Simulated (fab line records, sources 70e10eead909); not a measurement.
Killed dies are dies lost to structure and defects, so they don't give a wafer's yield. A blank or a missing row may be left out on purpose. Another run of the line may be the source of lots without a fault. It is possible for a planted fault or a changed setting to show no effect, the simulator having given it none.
fab line records | flow nandHarc
record: lots: 6 wafers: 18 lastDay: 33
route steps=1302 shown A_ONON_D1@438 A_CHANNEL_HOLE_D1@450 END@1302
lots with no fault: from the same line, run without faults
startH: hours from the record's first day to the start of the lot's first wafer shown | waitH: hours elapsed since this lot's preceding step | " the same as in the row above | L1.1+2: a single row standing in for several wafers | - no value, or no start given | * or withheld: withheld | < > ~ a bound
route shown NAME@n: NAME is a module with steps in the file, n the number in the route of the first one | usual: mean and standard deviation over wafers with no fault | same: alike in all rows | chamber/n: place in a boat | sites: per-site readings | _std_site: the standard deviation of these | _edge_site: outer sites' mean less inner sites' | radiusMm: how far each site lies from the wafer's centre | mask NAME#n: copy n | behind: the tool/chamber that last shaped the wafer | hold: the reason the lot was held/the length of the hold in hours/how it ended | device: the n, p or np transistor that did not switch | end of line: the tests these same wafers got at the end of their route | a step with no rows: only its recipe | killed: count of dies lost to structure and defects at first sort (not the wafer's yield) | map: a wafer's dies, x killed, . not, _ none there
set.NAME: the run value of the setting; set.NAME@STEP: its run value at that earlier step | model.NAME: the simulator's own value behind a step, which no gauge read
lots at some steps of the route; a table a step, a row a wafer
services: from which hour (startH, from the record's first day; less than 0 if before it) a tool's chamber was out of use, for how many hours, and why
== steps ==
step: NHARC_A_ONON_D1_DEP_19
recipe: targetThkA: 10000 n2FlowSccm: 2750 n2oFlowSccm: 2000 nh3FlowSccm: 500 sih4FlowSccm: 210 tempC: 400
step: NHARC_A_ONON_D1_THK_MEAS_21
recipe: thkMeasGauge: ellipsometry
usual: thkNm: 1000/8.5
columns lot.wafer tool chamber startH waitH thkNm
L898.1 filmMetro-02 - 180.58 - 1002
L898.4 " - " " 1003
L898.5 " - " " 1003
L900.2 filmMetro-02 - 200.49 - 1004
L900.4 " - " " 1005
L900.5 " - " " 1005
L909.1 filmMetro-01 - 288.06 - 1002
L909.4 " - " " 1002
L909.6 " - " " 1003
L911.3 filmMetro-02 - 321.82 - 1002
L911.4 " - " " 1001
L911.5 " - " " 1002
L918.3 filmMetro-01 - 383.01 - 1009
L918.5 " - " " 1007
L918.6 " - " " 1008
L920.3 filmMetro-02 - 402.10 - 997
L920.4 " - " " 999
L920.6 " - " " 998
step: NHARC_A_ONON_D1_DEP_22
recipe: targetThkA: 10000 n2FlowSccm: 2750 n2oFlowSccm: 2000 nh3FlowSccm: 500 sih4FlowSccm: 210 tempC: 400
step: NHARC_A_ONON_D1_THK_MEAS_24
recipe: thkMeasGauge: ellipsometry
usual: thkNm: 1000/8.4
columns lot.wafer tool chamber startH waitH thkNm
L898.1 filmMetro-02 - 181.15 - 999
L898.4 " - " " 1000
L898.5 " - " " 1000
L900.2 filmMetro-02 - 201.05 - 999
L900.4 " - " " 997
L900.5 " - " " 997
L909.1 filmMetro-01 - 288.63 - 1011
L909.4 " - " " 1011
L909.6 " - " " 1011
L911.3 filmMetro-01 - 322.39 - 1000
L911.4 " - " " 1000
L911.5 " - " " 1000
L918.3 filmMetro-01 - 383.58 - 996
L918.5 " - " " 995
L918.6 " - " " 995
L920.3 filmMetro-02 - 402.67 - 994
L920.4 " - " " 995
L920.6 " - " " 994
step: NHARC_A_ONON_D1_DEP_25
recipe: targetThkA: 10000 n2FlowSccm: 2750 n2oFlowSccm: 2000 nh3FlowSccm: 500 sih4FlowSccm: 210 tempC: 400
step: NHARC_A_ONON_D1_THK_MEAS_27
recipe: thkMeasGauge: ellipsometry
usual: thkNm: 1002/10
columns lot.wafer tool chamber startH waitH thkNm
L898.1 filmMetro-02 - 181.76 - 986
L898.4 " - " " 988
L898.5 " - " " 986
L900.2 filmMetro-01 - 201.62 - 1013
L900.4 " - " " 1013
L900.5 " - " " 1010
L909.1 filmMetro-02 - 289.19 - 997
L909.4 " - " " 996
L909.6 " - " " 995
L911.3 filmMetro-01 - 322.96 - 987
L911.4 " - " " 990
L911.5 " - " " 989
L918.3 filmMetro-01 - 384.15 - 1002
L918.5 " - " " 1003
L918.6 " - " " 1003
L920.3 filmMetro-01 - 403.25 - 1009
L920.4 " - " " 1008
L920.6 " - " " 1010
step: NHARC_A_ONON_D1_DEP_28
recipe: targetThkA: 10000 n2FlowSccm: 2750 n2oFlowSccm: 2000 nh3FlowSccm: 500 sih4FlowSccm: 210 tempC: 400
step: NHARC_A_ONON_D1_THK_MEAS_30
recipe: thkMeasGauge: ellipsometry
usual: thkNm: 1004/7.5
columns lot.wafer tool chamber startH waitH thkNm
L898.1 filmMetro-02 - 182.43 - 1005
L898.4 " - " " 1008
L898.5 " - " " 1007
L900.2 filmMetro-01 - 202.19 - 997
L900.4 " - " " 997
L900.5 " - " " 997
L909.1 filmMetro-02 - 289.76 - 1019
L909.4 " - " " 1020
L909.6 " - " " 1020
L911.3 filmMetro-02 - 323.52 - 1004
L911.4 " - " " 1004
L911.5 " - " " 1005
L918.3 filmMetro-01 - 384.72 - 1004
L918.5 " - " " 1006
L918.6 " - " " 1005
L920.3 filmMetro-01 - 403.82 - 1006
L920.4 " - " " 1007
L920.6 " - " " 1008
step: NHARC_A_ONON_D1_DEP_33
recipe: targetThkA: 2000 tempC: 400 pressureTorr: 6.5 rfW: 900 teosFlowSccm: 161.4 flowSccm: 2650 targetThkNm: 200 gas: O2 material: SiO2
usual: heaterPowerW: 538/130 throttleValvePct: 16.0/0.61
columns lot.wafer tool chamber startH waitH heaterPowerW throttleValvePct
L898.1 pecvd-02 2 182.58 0.1 724 16.0
L898.5 " 0 " " 350 16.1
L898.4 " 1 " " 612 16.9
L900.2 pecvd-03 0 202.34 0.1 597 16.6
L900.4 " 1 " " 314 16.4
L900.5 " 2 " " 575 15.6
L909.1 pecvd-03 0 289.90 0.1 577 16.9
L909.4 " 1 " " 387 16.7
L909.6 " 2 " " 564 15.8
L911.3 pecvd-02 1 323.64 0.1 522 16.4
L911.4 " 1 " " 535 16.7
L911.5 " 2 " " 696 15.8
L918.3 pecvd-01 1 384.87 0.1 558 15.3
L918.5 " 2 " " 575 14.7
L918.6 " 1 " " 591 15.1
L920.3 pecvd-02 1 403.92 0.1 560 16.8
L920.4 " 1 " " 569 16.7
L920.6 " 2 " " 717 15.7
step: NHARC_A_ONON_D1_THK_MEAS_34
recipe: thkMeasGauge: ellipsometry
usual: thkNm: 200.4/2.6
columns lot.wafer tool chamber startH waitH thkNm
L898.1 filmMetro-01 - 182.91 - 197.9
L898.4 " - " " 203.7
L898.5 " - " " 204.6
L900.2 filmMetro-01 - 202.66 - 196.0
L900.4 " - " " 201.8
L900.5 " - " " 199.0
L909.1 filmMetro-02 - 290.23 - 197.4
L909.4 " - " " 205.3
L909.6 " - " " 205.3
L911.3 filmMetro-01 - 324.06 - 196.1
L911.4 " - " " 197.8
L911.5 " - " " 201.0
L918.3 filmMetro-01 - 385.19 - 202.5
L918.5 " - " " 198.8
L918.6 " - " " 204.2
L920.3 filmMetro-02 - 404.32 - 198.5
L920.4 " - " " 201.3
L920.6 " - " " 201.2
step: NHARC_A_ONON_D1_INSPECT_32
usual: rawDefectCount: 73/26
columns lot.wafer tool chamber startH waitH rawDefectCount
L898.1 defectInspect-01 - 182.97 0.0 80
L898.4 " - " " 71
L898.5 " - " " 83
L900.2 defectInspect-02 - 202.75 0.0 72
L900.4 " - " " 39
L900.5 " - " " 44
L909.1 defectInspect-02 - 290.31 0.0 63
L909.4 " - " " 64
L909.6 " - " " 51
L911.3 defectInspect-01 - 324.12 0.0 46
L911.4 " - " " 28
L911.5 " - " " 62
L918.3 defectInspect-02 - 385.26 0.0 102
L918.5 " - " " 120
L918.6 " - " " 85
L920.3 defectInspect-01 - 404.38 0.0 113
L920.4 " - " " 102
L920.6 " - " " 79
step: NHARC_A_CHANNEL_HOLE_D1_DEP_00
recipe: targetThkA: 31000 tempC: 400 material: aC
usual: throttleValvePct: 35.001/0.0084
columns lot.wafer tool chamber startH waitH throttleValvePct
L898.1 aclDep-02 0 183.16 0.2 35.010
L898.4 " 0 " " 34.993
L898.5 " 0 " " 35.002
L900.2 aclDep-02 0 208.31 5.6 35.002
L900.4 " 0 " " 34.998
L900.5 " 0 " " 34.983
L900.2 aclDep-02 0 212.02 3.4 35.004
L900.4 " 0 " " 34.998
L900.5 " 0 " " 35.000
L909.1 aclDep-02 0 292.07 1.8 35.013
L909.4 " 0 " " 34.998
L909.6 " 0 " " 34.999
L909.1 aclDep-02 0 294.62 2.2 34.984
L909.4 " 0 " " 35.007
L909.6 " 0 " " 35.009
L911.3 aclDep-02 0 327.59 3.5 35.000
L911.4 " 0 " " 34.993
L911.5 " 0 " " 34.991
L918.3 aclDep-03 0 393.93 8.7 35.005
L918.5 " 0 " " 35.008
L918.6 " 0 " " 34.997
L920.3 aclDep-02 0 405.09 0.7 34.999
L920.4 " 0 " " 35.010
L920.6 " 0 " " 34.993
step: NHARC_A_CHANNEL_HOLE_D1_DEP_01
recipe: targetThkA: 1400 targetThkNm: 140 tempC: 400 pressureTorr: 3.5 flowSccm: 200 rfW: 350 material: SiON
usual: heaterPowerW: 730/82
columns lot.wafer tool chamber startH waitH heaterPowerW
L898.1 pecvd-01 2 185.14 1.7 807
L898.4 " 1 " " 765
L898.5 " 2 " " 817
L900.2 pecvd-03 2 213.83 1.5 679
L900.4 " 1 " " 596
L900.5 " 0 " " 694
L909.1 pecvd-01 0 296.74 1.8 858
L909.4 " 2 " " 873
L909.6 " 0 " " 841
L911.3 pecvd-04 0 328.87 1.0 724
L911.4 " 0 " " 717
L911.5 " 1 " " 717
L918.3 pecvd-04 2 395.29 1.0 738
L918.6 " 1 " " 652
L918.5 " 2 " " 759
L920.3 pecvd-04 1 406.40 1.0 704
L920.6 " 1 " " 726
L920.4 " 2 " " 724
step: NHARC_END_SORT_01
recipe: tempC: 25
usual: killedAtArray: 46/16 killedAtOther: 0.9/1.3 killedAtPeriphery: 4.1/3 killedDies: 51/17 killedOpen: 3.5/1.8 killedShort: 2.5/1.8
same: grossDies: 677
columns lot.wafer tool chamber startH waitH killedAtArray killedAtOther killedAtPeriphery killedDies killedOpen killedShort
L900.2 prober-01 0 580.82 2.8 672 1 4 677 3 8
L900.4 prober-01 0 582.42 3.4 671 1 5 677 3 1
L900.5 prober-01 0 583.23 3.7 671 2 4 677 2 1
L909.1 prober-01 0 689.88 2.5 667 0 10 677 2 2
L909.4 prober-01 0 692.27 3.4 668 2 7 677 4 1
L909.6 prober-01 0 693.86 4.0 667 2 8 677 8 4
L911.3 prober-02 0 707.28 3.1 49 0 2 51 3 3
L911.4 prober-02 0 708.09 3.4 37 1 2 40 2 3
L911.5 prober-02 0 708.91 3.7 34 1 1 36 2 2
killed by level:class
L900.2 A_CHANNEL_HOLE_D1:areaDep=630 A_SLIT:chamberFilmFlake=15 A_CHANNEL_HOLE_D2:chamberFilmFlake=7 A_CONTACT:chamberFilmFlake=4 A_WL_FILL:geometricParticle:short=3 A_WL_FILL:geometricParticle:open=2 P_CONTACT:chamberFilmFlake=2 A_ZERO_WELL:chamberFilmFlake=2
L900.4 A_CHANNEL_HOLE_D1:areaDep=629 A_SLIT:chamberFilmFlake=24 A_CHANNEL_HOLE_D2:chamberFilmFlake=8 A_STAIRCASE:chamberFilmFlake=3 A_WL_FILL:chamberFilmFlake=3 A_M0:geometricParticle:open=2 P_ZERO_WELL:chamberFilmFlake=2 P_CONTACT:geometricParticle:short=1
L900.5 A_CHANNEL_HOLE_D1:areaDep=629 A_SLIT:chamberFilmFlake=22 A_CHANNEL_HOLE_D2:chamberFilmFlake=9 A_CONTACT:chamberFilmFlake=5 P_CONTACT:chamberFilmFlake=3 A_CHANNEL_HOLE_D1:chamberFilmFlake=2 THIN_TSV:chamberFilmFlake=2 P_CONTACT:geometricParticle:open=1
L909.1 A_CHANNEL_HOLE_D1:areaDep=628 A_CHANNEL_HOLE_D2:chamberFilmFlake=16 A_CHANNEL_HOLE_D1:chamberFilmFlake=8 P_GATE:chamberFilmFlake=4 P_M1:chamberFilmFlake=4 A_M1:chamberFilmFlake=4 A_WL_FILL:chamberFilmFlake=3 A_SLIT:chamberFilmFlake=2
L909.4 A_CHANNEL_HOLE_D1:areaDep=636 A_CHANNEL_HOLE_D2:chamberFilmFlake=12 P_M1:chamberFilmFlake=4 A_CHANNEL_HOLE_D1:chamberFilmFlake=4 A_M1:chamberFilmFlake=4 A_STAIRCASE:chamberFilmFlake=2 A_WL_FILL:chamberFilmFlake=2 A_CONTACT:chamberFilmFlake=2
L909.6 A_CHANNEL_HOLE_D1:areaDep=633 A_CHANNEL_HOLE_D2:chamberFilmFlake=15 A_CHANNEL_HOLE_D1:chamberFilmFlake=8 P_M0:geometricParticle:open=4 P_M1:chamberFilmFlake=2 A_SLIT:chamberFilmFlake=2 A_WL_FILL:chamberFilmFlake=2 A_M1:chamberFilmFlake=2
L911.3 A_SLIT:chamberFilmFlake=29 A_CHANNEL_HOLE_D1:chamberFilmFlake=8 A_CONTACT:chamberFilmFlake=3 A_WL_FILL:chamberFilmFlake=2 P_M0:geometricParticle:open=1 A_CHANNEL_HOLE_D1:geometricParticle:open=1 A_ONON_D2:geometricParticle:short=1 A_CHANNEL_HOLE_D2:geometricParticle:short=1
L911.4 A_SLIT:chamberFilmFlake=18 A_CHANNEL_HOLE_D1:chamberFilmFlake=8 A_CONTACT:chamberFilmFlake=5 A_SGD_CUT:geometricParticle:open=2 P_M1:geometricParticle:short=1 A_DECK1_JOINT:geometricParticle:short=1 A_CHANNEL_HOLE_D2:geometricParticle:short=1 P_GATE:chamberFilmFlake=1
L911.5 A_SLIT:chamberFilmFlake=18 A_CHANNEL_HOLE_D1:chamberFilmFlake=5 A_CONTACT:chamberFilmFlake=3 A_ONON_D1:geometricParticle:short=1 A_CHANNEL_FILL_D2:geometricParticle:open=1 A_CHANNEL_FILL_D2:geometricParticle:short=1 A_M0:geometricParticle:open=1 P_BONDPAD:chamberFilmFlake=1
map L900.2 (x killed, . not)
____________x____________
_________xxxxxxx_________
_______xxxxxxxxxxx_______
______xxxxxxxxxxxxx______
_____xxxxxxxxxxxxxxx_____
____xxxxxxxxxxxxxxxxx____
____xxxxxxxxxxxxxxxxx____
___xxxxxxxxxxxxxxxxxxx___
___xxxxxxxxxxxxxxxxxxx___
__xxxxxxxxxxxxxxxxxxxxx__
__xxxxxxxxxxxxxxxxxxxxx__
_xxxxxxxxxxxxxxxxxxxxxxx_
_xxxxxxxxxxxxxxxxxxxxxxx_
_xxxxxxxxxxxxxxxxxxxxxxx_
_xxxxxxxxxxxxxxxxxxxxxxx_
_xxxxxxxxxxxxxxxxxxxxxxx_
xxxxxxxxxxxxxxxxxxxxxxxxx
xxxxxxxxxxxxxxxxxxxxxxxxx
xxxxxxxxxxxxxxxxxxxxxxxxx
xxxxxxxxxxxxxxxxxxxxxxxxx
xxxxxxxxxxxxxxxxxxxxxxxxx
_xxxxxxxxxxxxxxxxxxxxxxx_
_xxxxxxxxxxxxxxxxxxxxxxx_
_xxxxxxxxxxxxxxxxxxxxxxx_
_xxxxxxxxxxxxxxxxxxxxxxx_
_xxxxxxxxxxxxxxxxxxxxxxx_
__xxxxxxxxxxxxxxxxxxxxx__
__xxxxxxxxxxxxxxxxxxxxx__
___xxxxxxxxxxxxxxxxxxx___
___xxxxxxxxxxxxxxxxxxx___
____xxxxxxxxxxxxxxxxx____
____xxxxxxxxxxxxxxxxx____
_____xxxxxxxxxxxxxxx_____
______xxxxxxxxxxxxx______
_______xxxxxxxxxxx_______
_________xxxxxxx_________
____________x____________
map L909.1 (x killed, . not)
____________x____________
_________xxxxxxx_________
_______xxxxxxxxxxx_______
______xxxxxxxxxxxxx______
_____xxxxxxxxxxxxxxx_____
____xxxxxxxxxxxxxxxxx____
____xxxxxxxxxxxxxxxxx____
___xxxxxxxxxxxxxxxxxxx___
___xxxxxxxxxxxxxxxxxxx___
__xxxxxxxxxxxxxxxxxxxxx__
__xxxxxxxxxxxxxxxxxxxxx__
_xxxxxxxxxxxxxxxxxxxxxxx_
_xxxxxxxxxxxxxxxxxxxxxxx_
_xxxxxxxxxxxxxxxxxxxxxxx_
_xxxxxxxxxxxxxxxxxxxxxxx_
_xxxxxxxxxxxxxxxxxxxxxxx_
xxxxxxxxxxxxxxxxxxxxxxxxx
xxxxxxxxxxxxxxxxxxxxxxxxx
xxxxxxxxxxxxxxxxxxxxxxxxx
xxxxxxxxxxxxxxxxxxxxxxxxx
xxxxxxxxxxxxxxxxxxxxxxxxx
_xxxxxxxxxxxxxxxxxxxxxxx_
_xxxxxxxxxxxxxxxxxxxxxxx_
_xxxxxxxxxxxxxxxxxxxxxxx_
_xxxxxxxxxxxxxxxxxxxxxxx_
_xxxxxxxxxxxxxxxxxxxxxxx_
__xxxxxxxxxxxxxxxxxxxxx__
__xxxxxxxxxxxxxxxxxxxxx__
___xxxxxxxxxxxxxxxxxxx___
___xxxxxxxxxxxxxxxxxxx___
____xxxxxxxxxxxxxxxxx____
____xxxxxxxxxxxxxxxxx____
_____xxxxxxxxxxxxxxx_____
______xxxxxxxxxxxxx______
_______xxxxxxxxxxx_______
_________xxxxxxx_________
____________x____________
== services ==
columns tool chamber startH hours kind
pecvd-03 - 185.47 13.0 pm
pecvd-03 0 185.47 13.0 ventCycle
pecvd-03 1 185.47 13.0 ventCycle
pecvd-03 2 185.47 13.0 ventCycle
pecvd-03 0 198.47 - clean
pecvd-03 1 198.47 - clean
pecvd-03 2 198.47 - clean
pecvd-02 - 227.14 13.0 pm
pecvd-02 0 227.14 13.0 ventCycle
pecvd-02 1 227.14 13.0 ventCycle
aclDep-02 - 243.61 13.0 pm
pecvd-02 1 254.12 22.1 repair
pecvd-01 1 263.91 3.4 repair
pecvd-04 - 269.03 13.0 pm
pecvd-01 - 271.90 1.0 repair
pecvd-01 - 276.31 2.0 repair
aclDep-03 - 300.13 13.0 pm
pecvd-01 - 311.18 13.0 pm
pecvd-02 - 316.58 1.1 repair
pecvd-01 - 344.86 1.8 repair
pecvd-03 - 354.80 0.8 repair
pecvd-03 - 366.47 13.0 pm
pecvd-04 1 386.52 5.9 repair
pecvd-03 0 387.86 3.3 repair
== key ==
firstSign: step: NHARC_A_CHANNEL_HOLE_D1_DEP_00 reading: visit direction: added
effect: step: NHARC_END_SORT_01 reading: killedAtArray direction: up sigmas: 38 usual: 46 struck: 669
moreKillsBornAt: NHARC_A_CHANNEL_HOLE_D1_DEP_00@aclDep-02: 3785
metAt NHARC_A_CHANNEL_HOLE_D1_DEP_00
struckWafers L900.2,L900.4,L900.5,L909.1,L909.4,L909.6
laterRowsLeftOut L900.2,L900.4,L900.5,L909.1,L909.4,L909.6
testerLeftOut L900,L909
fault: kind: repeatedStepWhole tool: aclDep-01,aclDep-02,aclDep-03 chamber: - onsetH: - steps: NHARC_A_CHANNEL_HOLE_D1_DEP_00 times: 1 scope: struckLotsOnly
testerLeftOut: of these lots the tester's yield and bins aren't shown, on N5 and GAA mostly nor the transistor test; their killed dies are dies lost to structure and defects alone, not to doping, threshold or leakage, so they don't give the yield
laterRowsLeftOut: the simulator's readings of these wafers behind a module that went badly wrong aren't trusted and aren't shown, but for the sort
